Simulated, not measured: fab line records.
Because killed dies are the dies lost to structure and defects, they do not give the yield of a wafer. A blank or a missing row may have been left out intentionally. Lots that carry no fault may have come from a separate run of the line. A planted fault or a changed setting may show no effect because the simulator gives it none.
Chamber matching | flow n5Finfet | pecvd-01 running N5_BEOL_M6_DEP_56: 3 sister chambers
The step deposits SiCN from 3MS/NH3, target thk 10 nm, time 17.5 s. 16 wafers are shown with their chamber, then 7 later ones without.

== WAFERS WITH THEIR CHAMBER ==
wafer  | chamber | throttleValvePct (%) | showerheadPlenumPTorr (Torr)
L434.3 | 2       | 8.5                  | 3.671
L434.5 | 2       | 8.4                  | 3.675
L434.6 | 0       | 8.5                  | 3.651
L437.2 | 1       | 10.4                 | 3.656
L437.5 | 1       | 10.4                 | 3.652
L438.1 | 1       | 10.6                 | 3.647
L438.3 | 0       | 8.4                  | 3.659
L438.6 | 0       | 8.0                  | 3.654
L440.1 | 1       | 10.4                 | 3.657
L440.2 | 0       | 8.3                  | 3.660
L440.4 | 1       | 10.3                 | 3.655
L441.2 | 1       | 10.3                 | 3.655
L441.5 | 0       | 8.3                  | 3.653
L441.6 | 1       | 10.5                 | 3.646
L442.1 | 1       | 10.4                 | 3.662
L442.2 | 0       | 8.2                  | 3.650

SIGNATURES, as means of the wafers listed above
reading               | chamber 0 | chamber 1 | chamber 2 | scatter within a chamber
throttleValvePct      | 8.283     | 10.412    | 8.450     | 0.131
showerheadPlenumPTorr | 3.65450   | 3.65375   | 3.67300   | 0.00471
Rule: a wafer lies at a distance from a chamber equal to the root of the sum of squares, over the readings, of (its reading less the chamber's mean, divided by the reading's scatter). The wafer belongs to the nearest chamber; if the next one is less than 2 further off, it can't be placed. The scatter: take each reading less its chamber's mean, square it, sum over the shown wafers, divide by the number of wafers less the number of chambers, and take the root.

== WAFERS WITH NO CHAMBER GIVEN ==
wafer  | throttleValvePct (%) | showerheadPlenumPTorr (Torr)
L442.3 | 10.5                 | 3.659
L452.1 | 8.2                  | 3.662
L452.3 | 7.9                  | 3.676
L452.4 | 7.8                  | 3.674
L453.2 | 8.4                  | 3.650
L453.4 | 8.5                  | 3.661
L453.5 | 10.4                 | 3.642

== CHAMBER TAKEN BY EACH ==
wafer  | from the rows above     | in truth
L442.3 | 1                       | 1
L452.1 | can't be placed: 0 or 2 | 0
L452.3 | can't be placed: 2 or 0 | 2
L452.4 | can't be placed: 2 or 0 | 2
L453.2 | 0                       | 0
L453.4 | can't be placed: 0 or 2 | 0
L453.5 | 1                       | 1
Correctly placed: 3 of 7. From these rows, 4 cannot be placed; in 4 the true chamber is one of the candidates. Number placed wrongly: 0.
